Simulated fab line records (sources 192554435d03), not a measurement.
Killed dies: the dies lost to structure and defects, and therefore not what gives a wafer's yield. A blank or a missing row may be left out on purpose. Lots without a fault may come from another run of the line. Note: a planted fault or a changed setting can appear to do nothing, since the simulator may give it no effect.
Chamber matching | flow n5Finfet | rieDiel-01 running N5_BEOL_M0_SAQP_HM_OPEN_112: 4 sister chambers
The step chemistry CHF3/O2, target SiO2, stops on a-Si, target depth 12 nm, time 13.5 s. 4 wafers are shown with their chamber, then 8 later ones without.

== WAFERS, EACH WITH ITS CHAMBER ==
wafer  | chamber | showerheadPlenumPTorr (Torr)
L082.1 | 3       | 2.46
L089.2 | 1       | 2.28
L089.3 | 0       | 2.37
L092.1 | 2       | 2.43

== WAFERS MISSING THEIR CHAMBER ==
wafer  | showerheadPlenumPTorr (Torr)
L092.2 | 2.45
L092.5 | 2.45
L095.4 | 2.43
L095.5 | 2.37
L095.6 | 2.45
L097.3 | 2.57
L097.4 | 2.43
L097.5 | 2.36

== EACH ONE'S CHAMBER ==
wafer  | from the rows above          | in truth
L092.2 | can't be placed: 3 or 2 or 0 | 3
L092.5 | can't be placed: 3 or 2 or 0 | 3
L095.4 | can't be placed: 2 or 3 or 0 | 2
L095.5 | can't be placed: 0 or 2      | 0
L095.6 | can't be placed: 3 or 2 or 0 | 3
L097.3 | can't be placed: 3 or 2      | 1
L097.4 | can't be placed: 2 or 3 or 0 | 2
L097.5 | can't be placed: 0 or 2 or 1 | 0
0 of 8 placed correctly. Not placeable from these rows: 8 (in 7, the candidates include the true chamber). Placed wrongly: 0.
How it was worked out, from the rows above alone: a wafer's distance from a chamber is the root of the sum, over the readings, of the square of ((its reading less the chamber's mean) divided by the reading's scatter). If the next closest chamber is less than 2 further off than the closest, the wafer can't be placed; otherwise it belongs to the closest. Each chamber's mean is taken over the wafers shown for it. The scatter: with one shown wafer a chamber, the root of the mean of the squares of how far each hidden wafer lies from its nearest shown one.
